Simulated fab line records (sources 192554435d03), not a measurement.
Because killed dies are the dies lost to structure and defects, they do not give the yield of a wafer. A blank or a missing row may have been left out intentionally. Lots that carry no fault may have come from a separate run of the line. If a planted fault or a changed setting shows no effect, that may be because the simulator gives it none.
fab line records | flow n5-finfet | part 2 of 2: steps 5 to 6 of 6
record: lots: 24 | wafers: 72 | last-day: 18
route steps=1938 shown FIN_SAQP@127 FIN_CUT@163 STI_FIN_REVEAL@196 DUMMY_GATE@218
lots untouched by any fault: they come from a run of this same line in which no faults occurred
start-h: hours from the record's opening day to when the first of the lot's shown wafers began | wait-h: hours elapsed since this lot's preceding step | " unchanged from the row above | L1.1+2: several wafers, shown together as one row | - no value, or no start was given | * or withheld: withheld | < > ~ a bound
route shown NAME@n: NAME is a module with steps in the file, n the number in the route of the first one | usual: the fault-free wafers' mean and standard deviation | same: alike in all rows | chamber/n: place in a boat | sites: per-site readings | _std_site: standard deviation of those values | _edge_site: mean of outer sites minus mean of inner sites | radius-mm: for every site, how far away it sits from the centre of the wafer | mask NAME#n: copy n | behind: the tool/chamber that last shaped the wafer | hold: reason for holding the lot/hours on hold/outcome of the hold | device: which transistor (n, p or np) failed to switch | end of line: tests of these same wafers at the route's end | a step with no rows: only its recipe | killed: dies lost to structure and defects at the first sort, not the wafer's yield | map: per-die view of a wafer (x killed, . not killed, _ where there is no die)
set.NAME: the run value of the setting; set.NAME@STEP: its run value at that earlier step | model.NAME: the simulator's own value behind a step, which no gauge read
steps of the route over a sample of lots; a table a step, a row a wafer
services: when a tool's chamber went out of use (start-h, in hours from the record's first day, below 0 if earlier), for how many hours, and the reason
== steps ==
step: N5_DUMMY_GATE_CMP_04
recipe: material: a-Si | post-cmp-clean: alkaline-brush
usual: motor-current-A: 10.3/1.2 | slurry-flow-ml-min: 150.0/0.46 | time-to-endpoint-s: 12.0/2.8
lot.wafer | tool   | chamber | start-h | wait-h | motor-current-A | slurry-flow-ml-min | time-to-endpoint-s
L074.1    | cmp-03 | 3       | 42.27   | 0.1    | 10.7            | 148.9              | 12.3
L074.4    | "      | 1       | "       | "      | 8.5             | 149.9              | 8.6
L074.6    | "      | 3       | "       | "      | 10.9            | 149.8              | 12.5
L075.3    | cmp-01 | 0       | 48.04   | 0.0    | 10.0            | 149.8              | 10.9
L075.2    | "      | 3       | "       | "      | 10.2            | 149.4              | 12.9
L075.6    | "      | 0       | "       | "      | 10.2            | 149.6              | 11.9
L076.3    | cmp-03 | 3       | 62.47   | 0.0    | 10.4            | 150.1              | 18.7
L076.1    | "      | 1       | "       | "      | 9.0             | 150.4              | 11.3
L076.6    | "      | 3       | "       | "      | 10.7            | 150.5              | 16.4
L077.4    | cmp-02 | 0       | 66.12   | 0.0    | 10.6            | 149.4              | 16.9
L077.2    | "      | 2       | "       | "      | 9.6             | 150.4              | 12.9
L077.6    | "      | 1       | "       | "      | 12.3            | 149.2              | 10.5
L078.2    | cmp-03 | 0       | 69.84   | 0.1    | 10.7            | 149.5              | 11.6
L078.3    | "      | 1       | "       | "      | 8.6             | 149.8              | 12.9
L078.5    | "      | 3       | "       | "      | 10.4            | 150.2              | 14.6
L079.1    | cmp-03 | 2       | 73.53   | 0.1    | 11.9            | 150.2              | 16.5
L079.6    | "      | 3       | "       | "      | 10.0            | 149.7              | 17.4
L079.5    | "      | 0       | "       | "      | 11.1            | 150.1              | 11.6
L080.3    | cmp-03 | 0       | 78.24   | 0.1    | 10.6            | 149.9              | 6.7
L080.1    | "      | 2       | "       | "      | 12.7            | 150.2              | 11.8
L080.5    | "      | 0       | "       | "      | 10.8            | 149.6              | 4.6
L081.1    | cmp-02 | 0       | 83.89   | 0.0    | 10.0            | 149.7              | 17.6
L081.4    | "      | 1       | "       | "      | 12.9            | 150.1              | 9.4
L081.2    | "      | 2       | "       | "      | 9.6             | 149.6              | 11.4
L082.3    | cmp-02 | 2       | 88.74   | 0.0    | 9.9             | 151.2              | 12.4
L082.2    | "      | 0       | "       | "      | 10.1            | 150.0              | 14.5
L082.4    | "      | 1       | "       | "      | 12.0            | 150.0              | 9.0
L083.1    | cmp-01 | 1       | 98.07   | 0.1    | 10.1            | 150.7              | 15.6
L083.5    | "      | 2       | "       | "      | 7.6             | 150.0              | 16.9
L083.6    | "      | 3       | "       | "      | 10.3            | 150.8              | 14.3
L084.4    | cmp-02 | 3       | 102.56  | 0.1    | 10.5            | 149.6              | 6.9
L084.3    | "      | 0       | "       | "      | 10.4            | 150.6              | 10.3
L084.6    | "      | 3       | "       | "      | 10.2            | 149.7              | 7.2
L085.3    | cmp-01 | 1       | 110.25  | 0.1    | 10.1            | 150.1              | 13.1
L085.1    | "      | 2       | "       | "      | 8.0             | 150.4              | 14.2
L085.5    | "      | 0       | "       | "      | 10.5            | 149.2              | 11.0
L086.3    | cmp-03 | 3       | 115.45  | 0.0    | 10.4            | 150.6              | 13.2
L086.1    | "      | 0       | "       | "      | 11.0            | 149.5              | 7.2
L086.6    | "      | 0       | "       | "      | 10.6            | 150.3              | 9.3
L087.2    | cmp-03 | 3       | 119.12  | 0.1    | 10.2            | 150.2              | 13.6
L087.6    | "      | 2       | "       | "      | 11.8            | 149.4              | 12.1
L087.5    | "      | 3       | "       | "      | 10.7            | 149.5              | 13.3
L088.4    | cmp-01 | 3       | 126.52  | 0.0    | 9.5             | 150.4              | 12.4
L088.1    | "      | 1       | "       | "      | 9.9             | 150.3              | 13.0
L088.5    | "      | 0       | "       | "      | 10.4            | 150.5              | 11.5
L089.1    | cmp-02 | 3       | 131.59  | 0.1    | 10.8            | 150.7              | 8.3
L089.4    | "      | 1       | "       | "      | 12.8            | 149.3              | 7.5
L089.6    | "      | 3       | "       | "      | 10.9            | 151.0              | 9.1
L090.3    | cmp-03 | 2       | 138.47  | 0.0    | 11.8            | 149.5              | 13.5
L090.4    | "      | 0       | "       | "      | 11.1            | 150.6              | 7.6
L090.6    | "      | 2       | "       | "      | 12.0            | 149.3              | 12.4
L091.3    | cmp-02 | 3       | 144.05  | 0.1    | 10.7            | 149.4              | 11.3
L091.2    | "      | 1       | "       | "      | 12.5            | 150.6              | 9.9
L091.5    | "      | 3       | "       | "      | 10.7            | 150.4              | 7.6
L092.1    | cmp-01 | 2       | 151.31  | 0.0    | 7.6             | 150.2              | 12.9
L092.2    | "      | 1       | "       | "      | 10.5            | 149.2              | 11.5
L092.5    | "      | 2       | "       | "      | 7.9             | 149.8              | 12.1
L093.3    | cmp-01 | 2       | 154.99  | 0.1    | 7.5             | 150.2              | 16.2
L093.5    | "      | 1       | "       | "      | 9.9             | 149.5              | 12.7
L093.6    | "      | 2       | "       | "      | 7.5             | 150.7              | 14.0
L094.3    | cmp-03 | 0       | 162.22  | 0.2    | 10.6            | 149.9              | 7.3
L094.2    | "      | 1       | "       | "      | 8.1             | 150.2              | 11.3
L094.6    | "      | 2       | "       | "      | 12.2            | 150.3              | 11.7
L095.2    | cmp-02 | 3       | 167.51  | 0.1    | 10.7            | 149.0              | 11.9
L095.5    | "      | 0       | "       | "      | 10.4            | 150.1              | 16.4
L095.6    | "      | 1       | "       | "      | 11.6            | 150.6              | 10.0
L096.4    | cmp-03 | 3       | 174.58  | 0.1    | 10.8            | 149.9              | 13.3
L096.6    | "      | 0       | "       | "      | 10.6            | 150.0              | 8.8
L096.5    | "      | 1       | "       | "      | 8.2             | 150.3              | 12.2
L097.2    | cmp-01 | 0       | 182.17  | 0.1    | 10.1            | 149.4              | 12.9
L097.3    | "      | 1       | "       | "      | 10.4            | 150.2              | 14.2
L097.6    | "      | 2       | "       | "      | 7.5             | 150.0              | 16.8
step: N5_DUMMY_GATE_STRIP_41
recipe: chemistry: O2 | power-w: 400 | temp-c: 40 | pressure-mtorr: 30 | rf-frequency-hz: 6e+07 | bias-power-w: 0 | overash-fraction: 0.3 | o2-flow-sccm: 225
usual: drypump-motor-current-A: 5.6/0.45 | o2-flow-sccm: 225.0/0.69 | oes-product-au: 0.79/0.096 | rf-vpp-V: 3.7/0.52 | showerhead-plenum-p-Torr: 2.10/0.064 | throttle-valve-pct: 16.62/0.21
lot.wafer | tool        | chamber | start-h | wait-h | drypump-motor-current-A | o2-flow-sccm | oes-product-au | rf-hours-counter-h | rf-vpp-V | showerhead-plenum-p-Torr | throttle-valve-pct
L074.1    | rie-diel-01 | 3       | 47.56   | 0.0    | 6.0                     | 225.5        | 0.97           | 2                  | 3.5      | 2.15                     | 16.42
L074.4    | "           | 2       | "       | "      | 5.2                     | 225.3        | 0.71           | 244                | 4.4      | 2.08                     | 16.79
L074.6    | "           | 0       | "       | "      | 5.5                     | 224.9        | 0.69           | -                  | 3.9      | 2.06                     | 16.80
L075.2    | rie-diel-05 | 0       | 55.33   | 0.0    | 5.1                     | 225.3        | 0.73           | 152                | 3.8      | 2.03                     | 16.65
L075.3    | "           | 1       | "       | "      | 5.9                     | 225.1        | 0.69           | 211                | 4.2      | 2.16                     | 16.57
L075.6    | "           | 0       | "       | "      | 5.1                     | 225.0        | 0.74           | -                  | 3.9      | 2.03                     | 16.64
L076.1    | rie-diel-05 | 2       | 67.61   | 0.0    | 5.0                     | 226.0        | 0.91           | 35                 | 3.2      | 2.04                     | 16.52
L076.3    | "           | 0       | "       | "      | 5.1                     | 223.9        | 0.73           | 156                | 3.6      | 2.03                     | 16.64
L076.6    | "           | 1       | "       | "      | 5.9                     | 225.2        | 0.69           | -                  | 3.8      | 2.16                     | 16.56
L077.2    | rie-diel-05 | 1       | 71.91   | 0.0    | 5.9                     | 225.3        | 0.69           | 215                | 4.5      | 2.16                     | 16.57
L077.4    | "           | 3       | "       | "      | 5.7                     | 224.5        | 0.74           | 176                | 3.0      | 2.19                     | 17.04
L077.6    | "           | 3       | "       | "      | 5.8                     | 225.4        | 0.75           | -                  | 3.9      | 2.19                     | 17.04
L078.2    | rie-diel-03 | 2       | 75.57   | 0.0    | 5.7                     | 224.3        | 0.82           | 77                 | 3.4      | 2.12                     | 16.49
L078.3    | "           | 0       | "       | "      | 6.0                     | 225.7        | 0.89           | 32                 | 4.0      | 2.12                     | 16.51
L078.5    | "           | 0       | "       | "      | 6.0                     | 226.1        | 0.88           | -                  | 3.6      | 2.12                     | 16.52
L079.1    | rie-diel-05 | 2       | 78.79   | 0.0    | 5.0                     | 225.1        | 0.90           | 38                 | 3.6      | 2.04                     | 16.53
L079.5    | "           | 0       | "       | "      | 5.1                     | 225.2        | 0.73           | -                  | 3.6      | 2.03                     | 16.66
L079.6    | "           | 2       | "       | "      | 5.0                     | 224.7        | 0.89           | -                  | 3.8      | 2.04                     | 16.54
L080.1    | rie-diel-05 | 1       | 83.50   | 0.0    | 5.9                     | 225.7        | 0.69           | 219                | 3.1      | 2.16                     | 16.57
L080.3    | "           | 0       | "       | "      | 5.1                     | 224.0        | 0.73           | 160                | 4.0      | 2.03                     | 16.66
L080.5    | "           | 1       | "       | "      | 6.0                     | 224.4        | 0.68           | -                  | 4.4      | 2.16                     | 16.56
L081.1    | rie-diel-03 | 1       | 89.16   | 0.0    | 6.6                     | 225.4        | 0.79           | 129                | 3.3      | 2.08                     | 16.56
L081.2    | "           | 3       | "       | "      | 6.5                     | 225.0        | 0.96           | 4                  | 2.9      | 2.24                     | 16.40
L081.4    | "           | 2       | "       | "      | 5.8                     | 225.3        | 0.80           | 81                 | 4.4      | 2.12                     | 16.48
L082.2    | rie-diel-01 | 1       | 94.00   | 0.0    | 5.4                     | 224.9        | 0.96           | 2                  | 3.6      | 2.07                     | 16.26
L082.3    | "           | 3       | "       | "      | 6.0                     | 223.5        | 0.91           | 19                 | 4.1      | 2.14                     | 16.47
L082.4    | "           | 0       | "       | "      | 5.5                     | 225.6        | 0.68           | -                  | 3.2      | 2.05                     | 16.85
L083.1    | rie-diel-05 | 0       | 103.24  | 0.0    | 5.1                     | 225.1        | 0.73           | 167                | 4.1      | 2.02                     | 16.68
L083.5    | "           | 3       | "       | "      | 5.8                     | 225.3        | 0.74           | -                  | 4.5      | 2.19                     | 17.05
L083.6    | "           | 2       | "       | "      | 5.0                     | 224.6        | 0.88           | -                  | 4.0      | 2.04                     | 16.55
L084.3    | rie-diel-05 | 0       | 109.62  | 0.0    | 5.1                     | 224.5        | 0.72           | 168                | 4.3      | 2.02                     | 16.67
L084.4    | "           | 2       | "       | "      | 5.0                     | 225.6        | 0.88           | 48                 | 4.1      | 2.03                     | 16.55
L084.6    | "           | 0       | "       | "      | 5.1                     | 225.4        | 0.72           | -                  | 3.8      | 2.02                     | 16.66
L085.1    | rie-diel-05 | 2       | 115.32  | 0.0    | 5.0                     | 224.8        | 0.89           | 49                 | 3.3      | 2.03                     | 16.55
L085.3    | "           | 1       | "       | "      | 5.9                     | 225.5        | 0.68           | 228                | 2.8      | 2.16                     | 16.60
L085.5    | "           | 2       | "       | "      | 5.0                     | 226.0        | 0.87           | -                  | 3.4      | 2.03                     | 16.55
L086.1    | rie-diel-03 | 0       | 120.76  | 0.0    | 6.0                     | 224.6        | 0.85           | 43                 | 4.6      | 2.11                     | 16.53
L086.3    | "           | 2       | "       | "      | 5.8                     | 226.0        | 0.80           | 90                 | 2.9      | 2.12                     | 16.52
L086.6    | "           | 1       | "       | "      | 6.6                     | 225.6        | 0.77           | -                  | 3.9      | 2.07                     | 16.59
L087.2    | rie-diel-03 | 2       | 124.49  | 0.0    | 5.8                     | 223.5        | 0.80           | 91                 | 3.0      | 2.12                     | 16.52
L087.5    | "           | 2       | "       | "      | 5.8                     | 225.5        | 0.80           | -                  | 4.0      | 2.12                     | 16.51
L087.6    | "           | 3       | "       | "      | 6.5                     | 225.0        | 0.94           | -                  | 3.3      | 2.24                     | 16.43
L088.1    | rie-diel-05 | 3       | 131.94  | 0.0    | 5.8                     | 226.3        | 0.73           | 188                | 4.1      | 2.19                     | 17.08
L088.4    | "           | 2       | "       | "      | 5.0                     | 225.5        | 0.87           | 54                 | 3.4      | 2.03                     | 16.56
L088.5    | "           | 3       | "       | "      | 5.8                     | 224.6        | 0.72           | -                  | 3.4      | 2.19                     | 17.07
L089.1    | rie-diel-01 | 2       | 137.43  | 0.0    | 5.2                     | 224.4        | 0.97           | 3                  | 3.3      | 2.07                     | 16.40
L089.4    | "           | 3       | "       | "      | 6.0                     | 225.7        | 0.88           | 33                 | 3.2      | 2.13                     | 16.51
L089.6    | "           | 3       | "       | "      | 6.0                     | 225.6        | 0.88           | -                  | 3.2      | 2.13                     | 16.49
L090.3    | rie-diel-05 | 2       | 143.78  | 0.0    | 5.0                     | 224.8        | 0.87           | 58                 | 4.1      | 2.03                     | 16.57
L090.4    | "           | 3       | "       | "      | 5.8                     | 225.2        | 0.73           | 191                | 3.8      | 2.19                     | 17.07
L090.6    | "           | 2       | "       | "      | 5.0                     | 223.7        | 0.87           | -                  | 4.0      | 2.03                     | 16.56
L091.2    | rie-diel-05 | 1       | 149.28  | 0.0    | 5.9                     | 224.9        | 0.67           | 238                | 3.6      | 2.15                     | 16.61
L091.3    | "           | 2       | "       | "      | 5.0                     | 225.6        | 0.86           | 59                 | 3.7      | 2.03                     | 16.58
L091.5    | "           | 0       | "       | "      | 5.1                     | 224.2        | 0.72           | -                  | 4.7      | 2.02                     | 16.69
L092.1    | rie-diel-05 | 3       | 156.54  | 0.0    | 5.8                     | 226.1        | 0.72           | 195                | 3.5      | 2.19                     | 17.09
L092.2    | "           | 0       | "       | "      | 5.1                     | 226.5        | 0.71           | 181                | 3.2      | 2.02                     | 16.72
L092.5    | "           | 1       | "       | "      | 6.0                     | 225.0        | 0.66           | -                  | 2.8      | 2.15                     | 16.63
L093.3    | rie-diel-01 | 2       | 160.52  | 0.0    | 5.3                     | 225.4        | 0.94           | 12                 | 4.4      | 2.07                     | 16.41
L093.5    | "           | 3       | "       | "      | 6.1                     | 224.2        | 0.86           | -                  | 3.5      | 2.13                     | 16.54
L093.6    | "           | 2       | "       | "      | 5.3                     | 225.5        | 0.94           | -                  | 4.7      | 2.07                     | 16.43
L094.2    | rie-diel-05 | 2       | 169.68  | 0.0    | 5.0                     | 225.1        | 0.85           | 66                 | 4.4      | 2.03                     | 16.58
L094.3    | "           | 1       | "       | "      | 6.0                     | 224.4        | 0.66           | 245                | 3.1      | 2.15                     | 16.62
L094.6    | "           | 3       | "       | "      | 5.8                     | 225.7        | 0.72           | -                  | 4.6      | 2.19                     | 17.07
L095.2    | rie-diel-05 | 2       | 172.68  | 0.0    | 5.1                     | 224.1        | 0.85           | 67                 | 3.9      | 2.03                     | 16.58
L095.5    | "           | 0       | "       | "      | 5.1                     | 225.0        | 0.70           | -                  | 2.9      | 2.02                     | 16.69
L095.6    | "           | 3       | "       | "      | 5.8                     | 225.0        | 0.71           | -                  | 3.5      | 2.19                     | 17.09
L096.4    | rie-diel-01 | 0       | 180.02  | 0.0    | 5.5                     | 224.6        | 0.90           | 24                 | 3.3      | 2.04                     | 16.34
L096.5    | "           | 3       | "       | "      | 6.0                     | 224.9        | 0.85           | -                  | 4.1      | 2.13                     | 16.51
L096.6    | "           | 0       | "       | "      | 5.5                     | 224.0        | 0.91           | -                  | 3.9      | 2.04                     | 16.33
L097.2    | rie-diel-01 | 1       | 187.64  | 0.0    | 5.4                     | 225.0        | 0.88           | 34                 | 3.6      | 2.06                     | 16.30
L097.3    | "           | 0       | "       | "      | 5.5                     | 224.2        | 0.91           | 26                 | 4.0      | 2.04                     | 16.34
L097.6    | "           | 1       | "       | "      | 5.4                     | 224.7        | 0.88           | -                  | 3.8      | 2.06                     | 16.28
== services ==
tool          | chamber | start-h | hours | kind
cmp-02        | -       | 2.95    | 0.3   | repair
vapor-etch-02 | -       | 13.22   | 0.1   | repair
rie-si-02     | 0       | 18.98   | 2.7   | repair
rie-diel-06   | -       | 25.96   | 1.4   | repair
cmp-02        | -       | 29.04   | 1.4   | repair
cmp-03        | -       | 30.81   | 4.5   | repair
cmp-02        | -       | 31.60   | 3.1   | repair
rie-diel-05   | 2       | 52.48   | 3.9   | repair
cmp-01        | -       | 56.47   | 6.3   | repair
cmp-03        | -       | 56.76   | 4.0   | pm
rie-diel-06   | 0       | 56.88   | 6.4   | repair
rie-diel-04   | -       | 59.92   | 0.3   | repair
cmp-03        | -       | 70.44   | 2.3   | repair
rie-diel-05   | 3       | 77.89   | 10.9  | repair
cmp-03        | -       | 87.43   | 4.6   | repair
vapor-etch-01 | -       | 89.86   | 2.1   | repair
rie-si-03     | 1       | 94.00   | 6.1   | repair
rie-si-03     | 2       | 107.29  | 3.7   | repair
rie-diel-05   | 0       | 118.41  | 3.1   | repair
rie-diel-04   | -       | 137.64  | 1.0   | repair
rie-diel-05   | -       | 139.00  | 2.8   | pm
rie-diel-05   | 3       | 158.44  | 5.2   | repair
vapor-etch-02 | 1       | 165.05  | 5.2   | repair
rie-diel-05   | -       | 183.76  | 15.6  | pm
